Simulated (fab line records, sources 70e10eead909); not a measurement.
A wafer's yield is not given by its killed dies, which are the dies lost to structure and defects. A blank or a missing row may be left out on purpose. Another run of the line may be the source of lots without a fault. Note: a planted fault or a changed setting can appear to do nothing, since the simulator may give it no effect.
Matching of chambers -- flow nand-harc -- NHARC_A_WL_FILL_ALD_00 on ald-hk-04 has 4 sister chambers
The step deposits Al2O3, target thk 3 nm, pulse time 3 s, ald cycles 30. 4 wafers are shown with their chamber, then 10 later ones without.

## WAFERS WITH THEIR CHAMBER
wafer,chamber,heater-power-w (W)
L082.1,3,429
L087.3,0,555
L088.2,2,508
L088.3,1,467

## WAFERS WHOSE CHAMBER IS MISSING
wafer,heater-power-w (W)
L088.6,562
L091.2,507
L091.5,444
L091.6,514
L092.1,517
L092.4,450
L092.5,505
L096.1,457
L096.3,520
L096.5,524

## EACH ONE'S CHAMBER
wafer,from the rows above,in truth
L088.6,0,0
L091.2,2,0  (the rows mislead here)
L091.5,can't be placed: 3 or 1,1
L091.6,2,2
L092.1,2,2
L092.4,can't be placed: 1 or 3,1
L092.5,2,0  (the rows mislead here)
L096.1,can't be placed: 1 or 3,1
L096.3,2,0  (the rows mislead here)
L096.5,can't be placed: 2 or 0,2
3 of 10 placed correctly. These rows do not allow placing 4 (true chamber among the candidates in 4). 3 placed wrongly.
How it was worked out, from the rows above alone: a wafer's distance from a chamber is the root of the sum, over the readings, of the square of ((its reading less the chamber's mean) divided by the reading's scatter). If the next closest chamber is less than 2 further off than the closest, the wafer can't be placed; otherwise it belongs to the closest. A chamber's mean is the mean of its shown wafers. The scatter: with one shown wafer a chamber, the root of the mean of the squares of how far each hidden wafer lies from its nearest shown one.
